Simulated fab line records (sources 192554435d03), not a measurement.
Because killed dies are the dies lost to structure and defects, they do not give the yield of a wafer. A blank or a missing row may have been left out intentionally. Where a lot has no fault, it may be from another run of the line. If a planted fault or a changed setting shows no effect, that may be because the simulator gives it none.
fab line records -- flow n5Finfet
record lots=11, wafers=33, lastDay=18
route steps=1938 shown BEOL_M14@1750 BEOL_M15@1773 PASSIVATION@1936
lots that met no fault: taken from a fault-free run of the same line
startH: hours from the record's opening day to when the first of the lot's shown wafers began -- waitH: hours from the lot's prior step to this one -- " identical to the entry in the row above -- L1.1+2: a single row standing in for several wafers -- - either no value or no given start -- * or withheld: withheld -- < > ~ a bound
route shown NAME@n: NAME is a module with steps in the file, n the number in the route of the first one -- usual: average and standard deviation across the fault-free wafers -- same: alike in all rows -- chamber/n: place in a boat -- sites: each site's reading -- _std_site: the values' standard deviation -- _edge_site: inner sites' mean taken away from outer sites' mean -- radiusMm: how far each site lies from the wafer's centre -- mask NAME#n: copy n -- behind: the tool/chamber that last shaped the wafer -- hold: cause of the lot's hold/its duration in hours/its outcome -- device: transistor that didn't switch, given as n, p or np -- end of line: the same wafers' tests at the end of the route -- where a step has no rows: the recipe by itself -- killed: count of dies lost to structure and defects at first sort (not the wafer's yield) -- map: per-die view of a wafer (x killed, . not killed, _ where there is no die)
set.NAME: the setting the step ran with; set.NAME@STEP: the setting that earlier step ran with -- model.NAME: the simulator's own value behind a step, which no gauge read
route steps across a sampled set of lots; one table per step, one row per wafer
services: from which hour (startH, from the record's first day; less than 0 if before it) a tool's chamber was out of use, for how many hours, and why
## steps
# step N5_BEOL_M14_ETCH_67
# recipe chemistry=CF4, target=SiARC, targetDepthA=1430, timeS=238.3, ionEnergyEv=80, pressureMtorr=40, sourceW=545, biasW=36, Ar_flow_sccm=100, cf4FlowSccm=100, ends=cleared
# usual drypumpMotorCurrentA=5.9/0.54, etchRfOnTimeS=239/7.2, oesProductAu=0.67/0.079, rfVppV=184.2/1.2, showerheadPlenumPTorr=2.15/0.066, throttleValvePct=15.62/0.18
lot.wafer,tool,chamber,startH,waitH,drypumpMotorCurrentA,etchRfOnTimeS,oesProductAu,rfHoursCounterH,rfVppV,showerheadPlenumPTorr,throttleValvePct
L282.3,rieDiel-02,3,257.41,0.0,5.7,237,0.60,231,185.5,2.12,15.88
L282.4,rieDiel-02,2,257.41,0.0,6.1,246,0.64,138,184.8,2.14,15.64
L282.6,rieDiel-02,3,257.41,0.0,5.7,238,0.60,-,183.3,2.12,15.88
L287.2,rieDiel-02,1,295.83,0.0,6.7,239,0.66,120,185.6,2.25,15.43
L287.4,rieDiel-02,2,295.83,0.0,6.1,246,0.62,-,184.1,2.14,15.66
L287.6,rieDiel-02,1,295.83,0.0,6.7,240,0.66,-,184.3,2.25,15.42
L286.1,rieDiel-05,3,311.55,0.0,5.5,243,0.68,90,182.6,2.08,15.47
L286.3,rieDiel-05,0,311.55,0.0,6.4,230,0.67,139,184.6,2.15,15.70
L286.6,rieDiel-05,0,311.55,0.0,6.4,227,0.67,-,183.7,2.15,15.69
L288.1,rieDiel-02,1,331.22,0.0,6.7,235,0.66,133,185.2,2.24,15.45
L288.2,rieDiel-02,0,331.22,0.0,5.7,237,0.63,196,185.0,2.12,15.76
L288.6,rieDiel-02,2,331.22,0.0,6.1,243,0.62,-,184.6,2.13,15.67
L291.2,rieDiel-02,2,335.24,0.0,6.1,245,0.62,167,182.3,2.13,15.70
L291.4,rieDiel-02,3,335.24,0.0,5.7,222,0.86,1,184.4,2.12,15.39
L291.5,rieDiel-02,3,335.24,0.0,5.7,221,0.86,-,184.1,2.12,15.37
L292.1,rieDiel-05,3,343.40,0.0,5.5,244,0.67,101,182.5,2.07,15.48
L292.3,rieDiel-05,1,343.40,0.0,6.6,249,0.61,169,184.0,2.14,15.38
L292.5,rieDiel-05,0,343.40,0.0,6.4,228,0.67,-,183.1,2.15,15.75
L295.4,rieDiel-06,0,363.39,0.1,5.8,236,0.77,-,185.3,2.26,15.52
L295.5,rieDiel-06,3,363.39,0.1,5.0,243,0.58,-,183.9,2.03,15.43
L295.6,rieDiel-06,2,363.39,0.1,4.9,243,0.79,-,185.1,2.19,15.60
L297.1,rieDiel-02,1,368.05,0.0,6.7,239,0.64,147,185.3,2.24,15.48
L297.2,rieDiel-02,0,368.05,0.0,5.7,237,0.63,209,183.5,2.12,15.77
L297.3,rieDiel-02,3,368.05,0.0,5.7,223,0.81,12,184.1,2.11,15.43
L302.2,rieDiel-06,1,389.40,0.0,5.5,233,0.83,5,185.3,2.28,15.62
L302.4,rieDiel-06,0,389.40,0.0,5.8,236,0.74,-,185.7,2.25,15.57
L302.6,rieDiel-06,2,389.40,0.0,4.9,245,0.76,-,183.8,2.19,15.66
L301.1,rieDiel-06,2,404.35,0.0,4.9,245,0.74,30,183.0,2.18,15.64
L301.3,rieDiel-06,1,404.35,0.0,5.5,235,0.81,12,187.2,2.27,15.63
L301.4,rieDiel-06,0,404.35,0.0,5.8,242,0.73,-,185.5,2.25,15.56
L303.1,rieDiel-05,2,404.75,0.0,6.2,232,0.80,14,183.0,2.12,15.59
L303.5,rieDiel-05,1,404.75,0.0,6.7,246,0.60,-,182.9,2.13,15.42
L303.6,rieDiel-05,2,404.75,0.0,6.2,233,0.80,-,183.5,2.12,15.59
# step N5_BEOL_M14_DEGAS_41
# recipe ambient=vacuum, tempC=300, timeS=60
# usual heaterPowerW=472/43
lot.wafer,tool,chamber,startH,waitH,heaterPowerW
L282.3,pvdSputter-03,-,260.94,0.5,504
L282.4,pvdSputter-03,-,260.94,0.5,412
L282.6,pvdSputter-03,-,260.94,0.5,410
L287.2,pvdSputter-03,-,299.00,0.6,409
L287.4,pvdSputter-03,-,299.00,0.6,475
L287.6,pvdSputter-03,-,299.00,0.6,479
L286.1,pvdSputter-01,-,313.88,0.4,404
L286.3,pvdSputter-01,-,313.88,0.4,515
L286.6,pvdSputter-01,-,313.88,0.4,547
L288.1,pvdSputter-01,-,334.76,0.6,417
L288.2,pvdSputter-01,-,334.76,0.6,408
L288.6,pvdSputter-01,-,334.76,0.6,418
L291.2,pvdSputter-02,-,337.42,0.3,502
L291.4,pvdSputter-02,-,337.42,0.3,484
L291.5,pvdSputter-02,-,337.42,0.3,446
L292.1,pvdSputter-03,-,348.07,0.2,494
L292.3,pvdSputter-03,-,348.07,0.2,403
L292.5,pvdSputter-03,-,348.07,0.2,496
L295.4,pvdSputter-03,-,366.42,0.4,469
L295.5,pvdSputter-03,-,366.42,0.4,413
L295.6,pvdSputter-03,-,366.42,0.4,508
L297.1,pvdSputter-03,-,370.24,0.2,457
L297.2,pvdSputter-03,-,370.24,0.2,502
L297.3,pvdSputter-03,-,370.24,0.2,420
L302.2,pvdSputter-02,-,394.28,0.2,467
L302.4,pvdSputter-02,-,394.28,0.2,469
L302.6,pvdSputter-02,-,394.28,0.2,513
L301.1,pvdSputter-02,-,407.90,0.5,474
L301.3,pvdSputter-02,-,407.90,0.5,456
L301.4,pvdSputter-02,-,407.90,0.5,496
L303.1,pvdSputter-03,-,408.39,0.2,493
L303.5,pvdSputter-03,-,408.39,0.2,474
L303.6,pvdSputter-03,-,408.39,0.2,471
# step N5_BEOL_M14_THK_MEAS_50
# recipe thkMeasGauge=xrf, reads=Cu_of_BEOL_M14_ECD_47
# usual M14_THK=564/18
lot.wafer,tool,chamber,startH,waitH,M14_THK[nm]
L282.3,filmMetro-02,-,262.21,-,567
L282.4,filmMetro-02,-,262.21,-,550
L282.6,filmMetro-02,-,262.21,-,573
L287.2,filmMetro-01,-,300.16,0.2,562
L287.4,filmMetro-01,-,300.16,0.2,547
L287.6,filmMetro-01,-,300.16,0.2,558
L286.1,filmMetro-01,-,315.50,-,544
L286.3,filmMetro-01,-,315.50,-,585
L286.6,filmMetro-01,-,315.50,-,586
L288.1,filmMetro-02,-,335.99,-,567
L288.2,filmMetro-02,-,335.99,-,555
L288.6,filmMetro-02,-,335.99,-,550
L291.2,filmMetro-02,-,338.55,-,539
L291.4,filmMetro-02,-,338.55,-,596
L291.5,filmMetro-02,-,338.55,-,601
L292.1,filmMetro-02,-,349.20,-,558
L292.3,filmMetro-02,-,349.20,-,551
L292.5,filmMetro-02,-,349.20,-,593
L295.4,filmMetro-01,-,367.65,-,571
L295.5,filmMetro-01,-,367.65,-,547
L295.6,filmMetro-01,-,367.65,-,556
L297.1,filmMetro-02,-,371.51,-,574
L297.2,filmMetro-02,-,371.51,-,567
L297.3,filmMetro-02,-,371.51,-,602
L302.2,filmMetro-02,-,395.72,-,578
L302.4,filmMetro-02,-,395.72,-,569
L302.6,filmMetro-02,-,395.72,-,555
L301.1,filmMetro-01,-,409.47,0.3,557
L301.3,filmMetro-01,-,409.47,0.3,582
L301.4,filmMetro-01,-,409.47,0.3,577
L303.1,filmMetro-02,-,410.29,-,589
L303.5,filmMetro-02,-,410.29,-,542
L303.6,filmMetro-02,-,410.29,-,581
# step N5_BEOL_M15_ILD_DEP_00
# recipe material=SiO2, targetThkA=16293, tempC=400, precursor=TEOS/O2, pressureTorr=6.5, rfW=900, teosFlowSccm=161.4, gas=O2, flowSccm=2650, timeS=346.1
# usual heaterPowerW=535/120, runLengthS=389.0/0.7, showerheadPlenumPTorr=8.36/0.042, throttleValvePct=18.4/0.7
lot.wafer,tool,chamber,startH,waitH,heaterPowerW,runLengthS,showerheadPlenumPTorr,throttleValvePct
L282.3,pecvd-04,2,262.40,0.0,512,388.2,8.33,17.9
L282.4,pecvd-04,1,262.40,0.0,530,390.1,8.37,17.5
L282.6,pecvd-04,2,262.40,0.0,583,388.2,8.33,18.3
L287.2,pecvd-03,0,300.35,0.0,646,388.0,8.41,18.7
L287.4,pecvd-03,2,300.35,0.0,584,389.4,8.28,18.0
L287.6,pecvd-03,0,300.35,0.0,700,388.0,8.42,18.8
L286.1,pecvd-03,0,315.69,0.0,672,388.6,8.41,18.3
L286.3,pecvd-03,1,315.69,0.0,696,389.0,8.37,19.5
L286.6,pecvd-03,0,315.69,0.0,560,388.3,8.40,18.6
L288.1,pecvd-03,2,336.18,0.0,618,389.8,8.29,18.3
L288.2,pecvd-03,0,336.18,0.0,658,388.1,8.42,18.7
L288.6,pecvd-03,0,336.18,0.0,555,388.2,8.42,18.6
L291.2,pecvd-04,1,338.75,0.0,457,390.6,8.36,17.8
L291.4,pecvd-04,1,338.75,0.0,518,390.5,8.37,17.3
L291.5,pecvd-04,2,338.75,0.0,457,388.3,8.32,18.3
L292.1,pecvd-04,0,349.39,0.0,402,388.6,8.41,18.9
L292.3,pecvd-04,2,349.39,0.0,602,388.4,8.34,18.0
L292.5,pecvd-04,0,349.39,0.0,307,388.7,8.38,19.2
L295.4,pecvd-04,0,367.95,0.1,308,377.7,8.40,18.9
L295.5,pecvd-04,1,367.95,0.1,382,390.1,8.37,17.6
L295.6,pecvd-04,2,367.95,0.1,569,388.2,8.33,18.2
L297.1,pecvd-04,1,371.70,0.0,384,379.3,8.36,17.2
L297.2,pecvd-04,0,371.70,0.0,400,388.4,8.41,19.0
L297.3,pecvd-04,2,371.70,0.0,546,388.4,8.32,18.5
L302.2,pecvd-02,0,395.91,0.0,476,388.3,8.33,17.5
L302.4,pecvd-02,0,395.91,0.0,375,389.3,8.34,17.5
L302.6,pecvd-02,1,395.91,0.0,812,388.5,8.39,18.8
L301.1,pecvd-03,2,409.66,0.0,567,389.3,8.28,18.3
L301.3,pecvd-03,1,409.66,0.0,602,388.6,8.38,19.7
L301.4,pecvd-03,0,409.66,0.0,552,389.0,8.41,18.4
L303.1,pecvd-03,0,410.49,0.0,615,388.1,8.40,18.4
L303.5,pecvd-03,0,410.49,0.0,690,388.8,8.39,18.3
L303.6,pecvd-03,1,410.49,0.0,533,389.4,8.37,19.8
# step N5_PASSIVATION_PROBE_49
# usual defectLimitedYield=91.4/1.5, killed_at_M0_to_M3=33/11, killed_at_M4_up=14/5.3, killedAtContacts=13/6.2, killedAtFrontEnd=39/13, killedAtOther=3.1/2.8, killedDies=102/17, killedOpen=68/13, killedShort=32/7.8, sort_bin_5_function=5.1/0.95, sort_bin_6_memory=3.2/0.7, sort_bin_8_speed=0.02/0.16, sortNPass=1078/18, sortYieldPct=91.3/1.5
# same grossDies=1180, killedAtBackSide=0, sort_bin_4_leakage[%]=0
lot.wafer,tool,chamber,startH,waitH,defectLimitedYield[%],killed_at_M0_to_M3,killed_at_M4_up,killedAtContacts,killedAtFrontEnd,killedAtOther,killedDies,killedOpen,killedShort,sort_bin_5_function[%],sort_bin_6_memory[%],sort_bin_8_speed[%],sortNPass,sortYieldPct[%]
L291.5,prober-02,-,359.34,0.2,92.5,17,13,23,36,0,89,67,21,4.4,3.0,0,1091,92.5
# killed by level:class
L291.5 MOL_CONTACT_COAG:geometricParticle:open=18 FIN_SAQP:geometricParticle:open=9 BEOL_M3:geometricParticle:open=7 STI_FIN_REVEAL:geometricParticle:open=6 MOL_CONTACT_COAG:geometricParticle:short=5 DUMMY_GATE:geometricParticle:open=4 BEOL_M2:geometricParticle:open=4 GATE_CUT:geometricParticle:open=3
## services
tool,chamber,startH,hours,kind
rieDiel-05,2,235.44,7.4,repair
pecvd-03,-,250.63,0.8,pm
rieDiel-05,-,260.09,1.4,repair
pecvd-04,2,265.94,2.1,scheduledDown
pecvd-04,0,281.77,3.5,repair
pecvd-02,-,282.92,1.1,repair
rieDiel-06,0,287.51,-,clean
rieDiel-06,0,287.51,-,consumableReplace:focusRing
rieDiel-06,0,287.51,-,consumableReplace:showerhead
rieDiel-06,0,287.51,16.2,scheduledDown
rieDiel-06,0,287.51,16.2,ventCycle
rieDiel-02,0,294.09,10.7,repair
pecvd-04,-,299.57,1.2,repair
rieDiel-06,1,306.01,2.9,repair
rieDiel-02,3,315.16,-,clean
rieDiel-02,3,315.16,-,consumableReplace:focusRing
rieDiel-02,3,315.16,17.9,scheduledDown
rieDiel-02,3,315.16,17.9,ventCycle
pecvd-03,-,346.25,0.7,repair
pecvd-04,-,366.38,0.9,repair
pecvd-02,-,368.91,5.5,pm
rieDiel-05,2,387.56,4.7,repair
pvdSputter-03,-,393.82,0.9,repair
rieDiel-02,0,399.87,14.4,repair
## key
firstSign step=N5_BEOL_M15_ILD_DEP_00, reading=runLengthS, direction=down, sigmas=15, usual=*, struck=*
effect none on later readings
metAt N5_BEOL_M15_ILD_DEP_00
struckLots L295,L297
struckWafers L295.4,L297.1
notActingAt N5_BEOL_M14_ETCH_67,N5_BEOL_M14_DEGAS_41,N5_BEOL_M14_THK_MEAS_50
onsetBetween 349.39 367.95
fault kind=processParameterDrift, tool=pecvd-04, chamber=-, onsetH=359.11, steps=N5_BEOL_M15_ILD_DEP_00, channel=timeS, offset=*, shape=step, endH=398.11, scope=struckWafersOnly, actsIn=*, stated=*
